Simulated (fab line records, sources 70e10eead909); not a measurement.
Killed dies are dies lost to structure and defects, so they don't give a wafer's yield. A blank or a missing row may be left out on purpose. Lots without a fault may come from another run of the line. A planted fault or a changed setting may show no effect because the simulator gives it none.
fab line records | flow nand_harc
record lots=24 wafers=72 last_day=24
route steps=1159 shown A_WL_FILL@816 A_CONTACT@855
lots that met no fault: from a run of the same line without faults
start_h: hours from the record's first day to the start of the lot's first wafer shown | wait_h: hours since the lot's step before | " the same as in the row above | L1.1+2: a row that stands for several wafers | - no value, or no start given | * or withheld: withheld | < > ~ a bound
route shown NAME@n: a module of which the file shows steps, and the number in the route of the first | usual: mean/standard deviation of fault-free wafers | same: alike in all rows | chamber/n: place in a boat | sites: the reading at each site | _std_site: their standard deviation | _edge_site: outer sites' mean less inner sites' | radius_mm: how far each site lies from the wafer's centre | mask NAME#n: copy n | behind: the tool/chamber that last shaped the wafer | hold: why the lot was held/for how many hours/how that ended | device: the transistor (n, p or np) that didn't switch | end of line: the same wafers' tests at the end of the route | a step without rows: its recipe alone | killed: dies lost to structure and defects at the first sort, not the wafer's yield | map: a wafer's dies, x killed, . not, _ none there
set.NAME: the setting as run; set.NAME@STEP: as run at that earlier step | model.NAME: the simulator's own value behind a step, which no gauge read
steps of the route over a sample of lots; a table a step, a row a wafer
services: from which hour (start_h, from the record's first day; less than 0 if before it) a tool's chamber was out of use, for how many hours, and why
## steps
# step NHARC_A_WL_FILL_STRIP_27
# recipe power_w=1500 temp_c=250 time_s=20 chemistry=N2/H2
# usual drypump_motor_current_A=6.2/0.34 heater_power_w=313/38
# columns lot.wafer tool chamber start_h wait_h drypump_motor_current_A heater_power_w rf_hours_counter_h
L074.1 plasma_asher-02 1 336.98 0.3 6.1 296 48
L074.2 " 0 " " 5.7 283 48
L074.5 " 0 " " 5.7 276 -
L075.2 plasma_asher-01 0 343.66 0.1 6.5 372 18
L075.3 " 1 " " 6.5 314 -
L075.5 " 1 " " 6.5 321 -
L077.3 plasma_asher-01 1 343.81 0.3 6.5 308 -
L077.4 " 0 " " 6.5 365 -
L077.6 " 0 " " 6.5 373 -
L078.2 plasma_asher-01 1 362.98 0.2 6.5 320 24
L078.3 " 1 " " 6.5 322 -
L078.5 " 1 " " 6.5 314 -
L076.2 plasma_asher-01 0 365.03 0.1 6.5 362 25
L076.4 " 0 " " 6.5 375 -
L076.5 " 1 " " 6.5 309 -
L080.2 plasma_asher-01 0 371.18 0.1 6.5 370 26
L080.4 " 1 " " 6.5 320 -
L080.6 " 0 " " 6.5 368 -
L079.2 plasma_asher-01 0 372.13 0.1 6.4 375 27
L079.3 " 0 " " 6.5 379 -
L079.6 " 0 " " 6.5 368 -
L081.1 plasma_asher-02 1 374.02 0.1 6.1 294 1
L081.2 " 0 " " 5.7 266 1
L081.4 " 0 " " 5.7 269 -
L082.1 plasma_asher-01 1 392.08 0.1 6.5 311 34
L082.3 " 1 " " 6.5 315 -
L082.5 " 0 " " 6.5 368 -
L083.1 plasma_asher-02 1 394.91 0.1 6.1 299 10
L083.3 " 0 " " 5.7 265 -
L083.5 " 0 " " 5.7 266 -
L084.1 plasma_asher-02 0 397.29 0.1 5.7 265 12
L084.2 " 1 " " 6.1 295 12
L084.6 " 0 " " 5.7 272 -
L085.1 plasma_asher-02 0 404.75 0.2 5.7 268 15
L085.4 " 0 " " 5.7 273 -
L085.5 " 1 " " 6.1 305 -
L086.1 plasma_asher-02 0 409.23 0.1 5.7 262 16
L086.4 " 0 " " 5.7 269 -
L086.6 " 1 " " 6.1 298 -
L087.2 plasma_asher-01 1 409.53 0.1 6.5 318 41
L087.4 " 1 " " 6.5 311 -
L087.5 " 1 " " 6.5 308 -
L090.1 plasma_asher-02 1 426.95 0.2 6.1 285 22
L090.3 " 1 " " 6.1 294 -
L090.6 " 1 " " 6.1 302 -
L088.2 plasma_asher-01 0 429.53 0.1 6.5 361 47
L088.3 " 1 " " 6.5 320 -
L088.6 " 0 " " 6.5 364 -
L093.2 plasma_asher-02 1 436.20 0.1 6.1 292 24
L093.1 " 0 " " 5.7 269 24
L093.6 " 1 " " 6.1 292 -
L089.1 plasma_asher-02 1 439.30 0.4 6.1 303 25
L089.2 " 0 " " 5.7 272 25
L089.5 " 0 " " 5.7 269 -
L091.1 plasma_asher-02 1 441.85 0.2 6.1 296 26
L091.4 " 0 " " 5.7 269 -
L091.6 " 1 " " 6.1 298 -
L092.1 plasma_asher-01 1 449.24 0.1 6.5 319 54
L092.3 " 1 " " 6.5 309 -
L092.4 " 0 " " 6.4 362 -
L094.1 plasma_asher-01 0 464.21 0.2 6.5 376 1
L094.4 " 0 " " 6.5 379 -
L094.6 " 1 " " 6.5 326 -
L096.2 plasma_asher-01 1 464.72 0.1 6.5 325 1
L096.4 " 1 " " 6.5 323 -
L096.5 " 1 " " 6.5 324 -
L097.2 plasma_asher-02 1 466.99 0.1 6.1 297 38
L097.4 " 1 " " 6.1 293 -
L097.6 " 1 " " 6.1 300 -
L095.1 plasma_asher-02 0 479.91 0.1 5.7 265 43
L095.3 " 0 " " 5.7 270 -
L095.6 " 1 " " 6.1 301 -
# step NHARC_A_WL_FILL_ETCHBACK_26
# recipe target_depth_a=520 time_s=13.3 hbr_flow_sccm=150 rf_w=350 icp_w=350 bias_w=60 chemistry=HBr
# usual drypump_motor_current_A=5.8/0.46 oes_product_au=0.990/0.013 throttle_valve_pct=23.265/0.0094
# columns lot.wafer tool chamber start_h wait_h drypump_motor_current_A oes_product_au rf_hours_counter_h throttle_valve_pct
L074.1 rie_si-01 3 352.25 0.4 5.1 0.991 0.3 23.254
L074.2 " 1 " " 6.3 0.975 0.3 23.285
L074.5 " 0 " " 5.7 0.989 - 23.275
L075.3 rie_si-01 3 360.69 0.4 5.2 0.993 0.5 23.285
L075.2 " 1 " " 6.3 0.975 0.4 23.273
L075.5 " 0 " " 5.7 1.005 - 23.282
L077.3 rie_si-02 1 360.71 0.4 5.7 0.998 0.9 23.254
L077.4 " 2 " " 6.2 1.002 0.9 23.244
L077.6 " 1 " " 5.7 0.996 - 23.252
L078.2 rie_si-02 2 378.47 0.4 6.2 0.994 1.0 23.276
L078.3 " 0 " " 6.3 0.993 1.0 23.255
L078.5 " 1 " " 5.7 0.995 - 23.259
L076.4 rie_si-01 3 378.47 0.4 5.2 1.009 0.5 23.255
L076.2 " 1 " " 6.3 0.972 0.5 23.254
L076.5 " 3 " " 5.2 0.996 - 23.262
L080.2 rie_si-02 0 386.71 0.4 6.3 0.980 1.1 23.256
L080.4 " 3 " " 6.0 0.984 1.1 23.263
L080.6 " 0 " " 6.3 0.995 - 23.266
L079.2 rie_si-01 3 386.74 0.4 5.2 1.007 0.6 23.273
L079.3 " 0 " " 5.7 0.996 0.6 23.271
L079.6 " 0 " " 5.6 0.996 - 23.266
L081.2 rie_si-01 0 390.05 0.4 5.7 0.994 0.6 23.267
L081.1 " 1 " " 6.3 0.975 0.6 23.249
L081.4 " 3 " " 5.2 0.999 0.6 23.271
L082.3 rie_si-01 0 407.61 0.4 5.7 0.996 0.6 23.266
L082.1 " 3 " " 5.1 0.997 0.6 23.267
L082.5 " 0 " " 5.7 0.985 - 23.265
L083.3 rie_si-06 3 407.63 0.4 5.8 0.967 0.3 23.249
L083.1 " 0 " " 4.8 0.978 0.3 23.272
L083.5 " 2 " " 5.1 1.002 - 23.265
L084.2 rie_si-06 1 413.22 0.4 5.8 1.007 0.4 23.272
L084.1 " 2 " " 5.1 0.988 0.4 23.254
L084.6 " 2 " " 5.1 0.997 - 23.265
L085.1 rie_si-02 2 421.82 0.4 6.2 1.001 0.2 23.265
L085.4 " 1 " " 5.7 0.987 0.2 23.271
L085.5 " 2 " " 6.2 1.010 - 23.280
L087.4 rie_si-06 3 424.82 0.4 5.8 0.974 0.4 23.257
L087.2 " 1 " " 5.8 1.014 0.5 23.257
L087.5 " 3 " " 5.8 0.979 - 23.258
L086.4 rie_si-02 3 427.39 0.4 6.0 0.998 0.1 23.274
L086.1 " 0 " " 6.3 0.995 0.2 23.267
L086.6 " 2 " " 6.2 1.002 - 23.266
L090.1 rie_si-01 2 446.23 0.4 6.4 0.969 0.9 23.267
L090.3 " 0 " " 5.7 0.975 1.0 23.248
L090.6 " 1 " " 6.3 0.975 - 23.259
L088.3 rie_si-01 3 449.48 0.4 5.2 1.002 1.0 23.261
L088.2 " 1 " " 6.4 0.978 1.0 23.265
L088.6 " 0 " " 5.6 0.982 - 23.267
L093.1 rie_si-02 2 449.49 0.4 6.2 0.997 0.4 23.276
L093.2 " 1 " " 5.7 0.989 0.4 23.274
L093.6 " 3 " " 5.9 1.002 - 23.275
L089.2 rie_si-02 1 454.86 0.4 5.7 0.985 0.4 23.277
L089.1 " 2 " " 6.2 0.996 0.5 23.276
L089.5 " 1 " " 5.7 0.989 - 23.260
L091.4 rie_si-06 0 454.88 0.4 4.8 0.975 0.6 23.265
L091.1 " 2 " " 5.1 1.005 0.7 23.263
L091.6 " 0 " " 4.8 0.985 - 23.250
L092.1 rie_si-01 0 465.42 0.4 5.7 0.975 1.2 23.261
L092.3 " 1 " " 6.3 0.964 1.1 23.268
L092.4 " 3 " " 5.2 1.005 1.1 23.272
L096.2 rie_si-02 2 479.45 0.4 6.2 1.003 0.6 23.278
L096.4 " 3 " " 6.0 0.996 0.5 23.251
L096.5 " 2 " " 6.2 1.006 - 23.263
L094.1 rie_si-01 1 479.45 0.4 6.3 0.968 1.2 23.257
L094.4 " 3 " " 5.2 1.000 1.2 23.269
L094.6 " 0 " " 5.7 0.986 - 23.270
L097.2 rie_si-02 0 482.47 0.4 6.3 0.975 0.7 23.256
L097.4 " 1 " " 5.7 0.995 0.7 23.277
L097.6 " 1 " " 5.7 0.994 - 23.262
L095.3 rie_si-01 1 492.15 0.4 6.3 0.999 0 23.250
L095.1 " 0 " " 5.7 1.003 0 23.262
L095.6 " 2 " " 6.4 0.999 - 23.269
# step NHARC_A_CONTACT_OVL_MEAS_43
# usual overlay_x_nm=-0.2/0.78 overlay_y_nm=-0.2/0.85
# columns lot.wafer tool chamber start_h wait_h overlay_x_nm overlay_y_nm
L074.1 overlay-01 - 362.44 - -0.4 -0.4
L074.2 " - " " -0.4 -0.5
L074.5 " - " " 0.3 -1.0
L075.2 overlay-02 - 372.77 - -1.2 -0.2
L075.3 " - " " -0.7 0.2
L075.5 " - " " -1.6 0.3
L077.3 overlay-02 - 374.07 - 0.6 0.0
L077.4 " - " " 1.6 -0.1
L077.6 " - " " 1.5 0.4
L078.2 overlay-02 - 388.86 - 0.4 0.5
L078.3 " - " " 0.6 0.4
L078.5 " - " " 0.3 0.0
L076.2 overlay-02 - 392.61 - -0.7 0.4
L076.4 " - " " -0.3 0.5
L076.5 " - " " 0.1 0.4
L079.2 overlay-01 - 403.88 - 0.0 -0.8
L079.3 " - " " -0.2 -0.2
L079.6 " - " " -0.4 -0.1
L080.2 overlay-02 - 406.12 - 0.3 0.4
L080.4 " - " " -0.1 -0.2
L080.6 " - " " -0.2 -0.2
L081.1 overlay-01 - 408.93 - 0.3 -1.4
L081.2 " - " " 0.3 -1.5
L081.4 " - " " 0.9 -1.6
L082.1 overlay-02 - 421.95 - -0.8 -0.8
L082.3 " - " " -0.8 -0.7
L082.5 " - " " -1.0 -0.5
L083.1 overlay-02 - 422.13 - 0.8 0.1
L083.3 " - " " 0.6 -0.3
L083.5 " - " " 0.7 0.1
L084.1 overlay-02 - 426.25 - 0.1 0.3
L084.2 " - " " -0.2 0.3
L084.6 " - " " -0.1 0.0
L085.1 overlay-02 - 431.82 - 1.2 -0.8
L085.4 " - " " 0.6 -0.4
L085.5 " - " " 0.8 -0.2
L087.2 overlay-01 - 437.60 - -0.5 -1.1
L087.4 " - " " -0.8 -1.3
L087.5 " - " " -0.7 -1.2
L086.1 overlay-02 - 444.11 - 0.2 0.2
L086.4 " - " " -0.5 0.5
L086.6 " - " " -0.7 0.2
L090.1 overlay-02 - 456.09 - 0.0 0.8
L090.3 " - " " -0.9 0.8
L090.6 " - " " -0.3 1.0
L088.2 overlay-02 - 459.96 - 0.6 0.2
L088.3 " - " " 0.1 0.0
L088.6 " - " " -0.4 0.6
L093.1 overlay-01 - 462.04 - 0.6 1.3
L093.2 " - " " 0.4 1.3
L093.6 " - " " 1.1 2.0
L089.1 overlay-02 - 467.23 - -0.7 0.6
L089.2 " - " " -1.1 0.5
L089.5 " - " " -1.2 0.3
L091.1 overlay-01 - 467.76 - -0.4 -0.4
L091.4 " - " " -0.5 0.0
L091.6 " - " " -1.0 -0.4
L092.1 overlay-02 - 475.27 - -2.1 -0.7
L092.3 " - " " -2.5 -0.4
L092.4 " - " " -2.0 -0.7
L094.1 overlay-02 - 491.12 - -0.5 -1.7
L094.4 " - " " 0.0 -1.5
L094.6 " - " " -0.1 -1.4
L096.2 overlay-01 - 491.79 - -0.8 1.6
L096.4 " - " " -1.4 1.2
L096.5 " - " " -1.0 1.3
L097.2 overlay-02 - 495.20 - 0.1 -1.7
L097.4 " - " " -0.7 -1.0
L097.6 " - " " 0.0 -0.8
L095.1 overlay-01 - 505.86 - 0.3 -1.1
L095.3 " - " " 0.3 -1.9
L095.6 " - " " 0.0 -1.3
# step NHARC_A_CONTACT_DESCUM_47
# recipe time_s=3 o2_flow_sccm=200 ar_flow_sccm=0 bias_power_w=0 chemistry=O2
# usual drypump_motor_current_A=6.0/0.39 oes_product_au=1.001/0.013 rf_vpp_V=57.9/1 showerhead_plenum_p_Torr=1.91/0.1 throttle_valve_pct=11.311/0.0091
# columns lot.wafer tool chamber start_h wait_h drypump_motor_current_A oes_product_au rf_hours_counter_h rf_vpp_V showerhead_plenum_p_Torr throttle_valve_pct
L074.2 rie_diel-12 2 362.54 0.1 5.4 0.995 52 57.9 1.80 11.304
L074.1 " 3 " " 5.5 1.000 51 56.0 1.97 11.302
L074.5 " 2 " " 5.4 0.996 - 56.3 1.80 11.315
L075.2 rie_diel-12 1 372.92 0.1 5.9 0.988 55 58.0 2.06 11.326
L075.3 " 2 " " 5.3 1.007 56 57.5 1.80 11.299
L075.5 " 0 " " 6.0 0.979 - 58.9 1.98 11.331
L077.3 rie_diel-03 2 374.17 0.1 5.6 1.009 31 57.5 2.01 11.302
L077.4 " 0 " " 5.9 1.015 28 58.6 1.90 11.318
L077.6 " 3 " " 6.7 0.979 - 56.2 1.85 11.295
L078.3 rie_diel-12 3 388.96 0.1 5.5 1.003 0 57.3 1.97 11.309
L078.2 " 2 " " 5.3 1.007 0 57.1 1.80 11.294
L078.5 " 3 " " 5.6 0.998 - 58.3 1.97 11.299
L076.4 rie_diel-11 0 392.76 0.1 5.8 0.981 6 55.7 1.81 11.299
L076.2 " 1 " " 5.7 1.013 4 58.9 2.04 11.305
L076.5 " 3 " " 6.6 1.006 - 57.1 1.78 11.331
L079.2 rie_diel-03 1 403.98 0.1 6.0 0.980 0 56.6 1.78 11.303
L079.3 " 2 " " 5.6 0.981 0 60.3 2.01 11.293
L079.6 " 1 " " 6.0 0.989 - 56.1 1.78 11.310
L080.4 rie_diel-12 1 406.22 0.1 5.9 0.994 9 57.9 2.05 11.307
L080.2 " 3 " " 5.6 0.992 8 57.8 1.96 11.319
L080.6 " 2 " " 5.3 1.018 - 58.3 1.80 11.318
L081.2 rie_diel-03 0 409.04 0.1 5.9 1.003 1 57.7 1.89 11.308
L081.1 " 1 " " 6.0 1.000 1 58.2 1.78 11.302
L081.4 " 2 " " 5.6 0.992 1 59.2 2.01 11.310
L082.1 rie_diel-03 3 422.04 0.1 6.7 0.998 3 58.4 1.85 11.303
L082.3 " 2 " " 5.6 0.995 3 60.1 2.01 11.306
L082.5 " 0 " " 6.0 1.021 - 58.5 1.89 11.322
L083.3 rie_diel-11 0 422.28 0.1 5.7 0.985 15 57.7 1.81 11.299
L083.1 " 2 " " 6.1 1.009 14 59.0 2.05 11.307
L083.5 " 0 " " 5.7 0.976 - 59.0 1.81 11.312
L084.1 rie_diel-03 3 426.39 0.1 6.6 1.000 4 58.3 1.85 11.327
L084.2 " 2 " " 5.5 0.987 4 57.3 2.01 11.306
L084.6 " 3 " " 6.7 0.995 - 55.8 1.85 11.304
L085.1 rie_diel-11 1 431.98 0.1 5.7 1.023 17 57.7 2.03 11.308
L085.4 " 2 " " 6.1 0.995 18 57.8 2.05 11.302
L085.5 " 0 " " 5.8 0.982 - 57.5 1.80 11.329
L087.2 rie_diel-11 2 437.70 0.1 6.1 1.004 21 58.2 2.05 11.314
L087.4 " 0 " " 5.8 0.988 22 58.4 1.80 11.308
L087.5 " 2 " " 6.1 1.005 - 59.9 2.05 11.294
L086.1 rie_diel-03 0 444.20 0.1 5.9 0.988 9 58.0 1.89 11.310
L086.4 " 3 " " 6.6 1.004 7 57.7 1.85 11.311
L086.6 " 0 " " 5.9 0.992 - 56.8 1.89 11.313
L090.1 rie_diel-11 3 456.19 0.1 6.6 1.012 28 57.2 1.78 11.308
L090.3 " 0 " " 5.7 0.985 28 56.9 1.80 11.310
L090.6 " 3 " " 6.6 1.024 - 57.1 1.78 11.294
L088.2 rie_diel-11 2 460.07 0.1 6.1 1.013 29 57.9 2.04 11.322
L088.3 " 3 " " 6.6 1.025 30 57.4 1.78 11.320
L088.6 " 2 " " 6.1 1.011 - 59.7 2.04 11.315
L093.1 rie_diel-03 3 462.14 0.1 6.7 1.010 9 56.7 1.85 11.326
L093.2 " 0 " " 5.9 0.998 12 56.3 1.89 11.323
L093.6 " 3 " " 6.7 1.001 - 58.1 1.85 11.321
L089.1 rie_diel-03 0 467.45 0.2 5.9 1.002 13 57.7 1.89 11.318
L089.2 " 3 " " 6.7 1.009 11 58.2 1.85 11.316
L089.5 " 0 " " 5.9 0.999 - 57.1 1.89 11.321
L091.1 rie_diel-12 3 467.86 0.1 5.6 1.003 29 58.7 1.96 11.305
L091.4 " 0 " " 6.1 1.004 28 57.8 1.97 11.300
L091.6 " 3 " " 5.6 1.003 - 58.6 1.96 11.320
L092.1 rie_diel-03 2 475.37 0.1 5.5 0.982 12 59.9 2.01 11.306
L092.3 " 0 " " 5.9 0.995 15 56.8 1.89 11.323
L092.4 " 1 " " 6.0 1.003 15 58.3 1.78 11.312
L094.4 rie_diel-11 1 491.23 0.1 5.7 1.019 40 59.1 2.02 11.306
L094.1 " 2 " " 6.1 1.000 39 58.7 2.04 11.310
L094.6 " 0 " " 5.8 0.981 - 56.5 1.80 11.322
L096.2 rie_diel-03 2 491.89 0.1 5.5 0.996 16 59.1 2.01 11.334
L096.4 " 2 " " 5.5 0.996 - 56.1 2.01 11.317
L096.5 " 0 " " 5.9 1.013 - 57.7 1.89 11.301
L097.4 rie_diel-12 1 495.30 0.1 5.9 0.986 34 57.2 2.04 11.325
L097.2 " 3 " " 5.5 1.006 36 58.1 1.96 11.298
L097.6 " 1 " " 5.9 0.992 - 57.8 2.04 11.321
L095.3 rie_diel-03 0 505.97 0.1 5.9 1.014 19 59.6 1.89 11.320
L095.1 " 2 " " 5.6 0.998 17 58.9 2.00 11.316
L095.6 " 3 " " 6.7 0.999 - 57.6 1.85 11.317
# step NHARC_A_CONTACT_DEP_57
# recipe target_thk_a=28000 temp_c=400 material=aC
# usual throttle_valve_pct=35.000/0.0092
# columns lot.wafer tool chamber start_h wait_h throttle_valve_pct
L074.1 acl_dep-03 0 367.42 - 34.994
L074.2 " 0 " " 35.005
L074.5 " 0 " " 34.985
L077.3 acl_dep-01 0 380.06 - 34.986
L077.4 " 0 " " 35.001
L077.6 " 0 " " 35.003
L075.2 acl_dep-02 0 380.37 - 35.013
L075.3 " 0 " " 35.003
L075.5 " 0 " " 35.007
L078.2 acl_dep-03 0 395.17 - 35.007
L078.3 " 0 " " 34.984
L078.5 " 0 " " 35.013
L076.2 acl_dep-03 0 397.58 - 34.994
L076.4 " 0 " " 34.997
L076.5 " 0 " " 34.987
L079.2 acl_dep-01 0 410.23 - 35.006
L079.3 " 0 " " 34.987
L079.6 " 0 " " 34.994
L080.2 acl_dep-01 0 411.94 - 35.016
L080.4 " 0 " " 35.009
L080.6 " 0 " " 35.005
L081.1 acl_dep-02 0 416.47 - 34.997
L081.2 " 0 " " 34.993
L081.4 " 0 " " 34.997
L082.1 acl_dep-01 0 426.34 - 34.995
L082.3 " 0 " " 35.009
L082.5 " 0 " " 34.998
L083.1 acl_dep-03 0 426.68 - 34.998
L083.3 " 0 " " 34.996
L083.5 " 0 " " 34.981
L084.1 acl_dep-03 0 430.84 - 35.022
L084.2 " 0 " " 34.990
L084.6 " 0 432.28 - 34.993
L085.1 acl_dep-02 0 436.34 - 34.988
L085.4 " 0 " " 35.002
L085.5 " 0 " " 34.991
L087.2 acl_dep-01 0 442.74 - 34.999
L087.4 " 0 " " 34.996
L087.5 " 0 " " 35.007
L086.1 acl_dep-03 0 448.94 - 34.993
L086.4 " 0 " " 35.012
L086.6 " 0 " " 34.992
L090.1 acl_dep-02 0 463.85 - 34.978
L090.3 " 0 " " 34.999
L090.6 " 0 " " 35.012
L088.2 acl_dep-03 0 467.19 - 35.000
L088.3 " 0 " " 34.996
L088.6 " 0 " " 35.002
L093.1 acl_dep-02 0 467.48 - 35.007
L093.2 " 0 " " 34.995
L093.6 " 0 468.91 - 35.016
L089.1 acl_dep-02 0 472.23 - 34.993
L089.2 " 0 " " 35.007
L089.5 " 0 " " 35.009
L091.1 acl_dep-02 0 473.92 - 35.009
L091.4 " 0 " " 35.004
L091.6 " 0 " " 35.000
L092.1 acl_dep-02 0 480.19 - 34.997
L092.3 " 0 " " 34.987
L092.4 " 0 " " 34.998
L094.1 acl_dep-01 0 496.13 - 34.980
L094.4 " 0 " " 34.996
L094.6 " 0 " " 34.997
L096.2 acl_dep-01 0 498.16 - 35.004
L096.4 " 0 " " 34.997
L096.5 " 0 " " 35.006
L097.2 acl_dep-03 0 499.82 - 34.994
L097.4 " 0 " " 35.009
L097.6 " 0 " " 35.000
L095.1 acl_dep-03 0 511.27 - 35.009
L095.3 " 0 " " 35.002
L095.6 " 0 " " 35.011
# step NHARC_A_CONTACT_DEP_58
# recipe target_thk_a=600 target_thk_nm=60 temp_c=400 pressure_torr=3.5 flow_sccm=200 rf_w=350 material=SiON
# usual heater_power_w=739/110
# columns lot.wafer tool chamber start_h wait_h heater_power_w
L074.1 pecvd-04 0 369.19 1.5 793
L074.2 " 1 " " 965
L074.5 " 1 " " 807
L077.3 pecvd-01 1 381.30 1.0 625
L077.6 " 0 " " 798
L077.4 " 1 " " 626
L075.3 pecvd-01 2 381.82 0.9 622
L075.2 " 1 " " 625
L075.5 " 0 " " 937
L078.2 pecvd-01 1 396.65 1.2 586
L078.3 " 2 " " 589
L078.5 " 1 " " 595
L076.2 pecvd-01 0 399.09 1.2 892
L076.4 " 2 " " 571
L076.5 " 0 " " 908
L079.3 pecvd-04 2 411.71 0.9 607
L079.2 " 1 " " 780
L079.6 " 0 " " 759
L080.2 pecvd-01 2 413.42 1.2 563
L080.6 " 1 " " 570
L080.4 " 0 " " 926
L081.2 pecvd-04 2 418.39 1.3 694
L081.1 " 0 " " 707
L081.4 " 1 " " 884
L082.1 pecvd-04 2 428.22 1.6 685
L082.3 " 0 " " 812
L082.5 " 2 " " 705
L083.3 pecvd-03 1 428.46 0.9 817
L083.1 " 0 " " 853
L083.5 " 1 " " 780
L084.1 pecvd-01 0 432.62 1.5 882
L084.2 " 1 " " 611
L084.6 " 2 " " 662
L085.1 pecvd-04 2 438.15 1.5 660
L085.4 " 0 " " 800
L085.5 " 2 " " 662
L087.2 pecvd-01 1 444.22 1.2 654
L087.4 " 0 " " 947
L087.5 " 2 " " 598
L086.1 pecvd-04 0 450.68 1.5 820
L086.4 " 0 " " 822
L086.6 " 1 " " 839
L090.1 pecvd-04 0 465.63 1.5 699
L090.3 " 1 " " 728
L090.6 " 2 " " 627
L088.2 pecvd-04 2 468.66 1.2 638
L088.3 " 1 " " 881
L088.6 " 0 " " 770
L093.2 pecvd-03 2 469.21 1.2 717
L093.1 " 1 " " 737
L093.6 " 2 " " 723
L089.1 pecvd-04 0 473.97 1.5 717
L089.2 " 1 " " 798
L089.5 " 2 " " 640
L091.1 pecvd-04 2 475.89 1.7 634
L091.4 " 0 " " 811
L091.6 " 1 " " 829
L092.3 pecvd-04 1 481.96 0.9 842
L092.1 " 2 " " 630
L092.4 " 2 " " 619
L094.1 pecvd-03 2 497.90 1.5 740
L094.4 " 2 " " 721
L094.6 " 0 " " 775
L096.2 pecvd-01 1 499.65 1.2 607
L096.4 " 2 " " 655
L096.5 " 0 " " 943
L097.2 pecvd-03 1 501.28 1.2 813
L097.4 " 2 " " 646
L097.6 " 0 " " 851
L095.1 pecvd-03 0 513.01 1.5 853
L095.3 " 2 " " 673
L095.6 " 2 " " 704
## services
# columns tool chamber start_h hours kind
acl_dep-01 - 336.49 2.4 repair
rie_si-02 2 346.06 2.6 repair
pecvd-04 2 348.54 4.4 repair
acl_dep-02 - 349.56 13.0 pm
plasma_asher-02 - 360.02 9.0 pm
rie_diel-11 - 366.55 9.0 pm
pecvd-04 - 376.03 13.0 pm
plasma_asher-01 - 380.67 3.1 repair
rie_si-02 - 384.73 0.3 repair
rie_si-02 3 387.85 19.1 repair
rie_si-02 - 388.00 9.0 pm
rie_diel-03 - 392.30 9.0 pm
rie_si-01 0 395.27 2.9 repair
pecvd-04 0 397.12 12.1 repair
acl_dep-03 - 406.05 13.0 pm
pecvd-01 - 418.05 13.0 pm
pecvd-04 1 423.40 20.0 repair
pecvd-04 - 438.43 3.3 repair
rie_si-02 - 450.83 0.5 repair
plasma_asher-01 - 453.05 9.0 pm
rie_si-01 - 481.00 9.0 pm
rie_diel-03 3 487.54 6.7 repair
rie_si-02 2 494.18 12.9 repair
pecvd-01 2 502.57 4.8 repair
## key
fault none
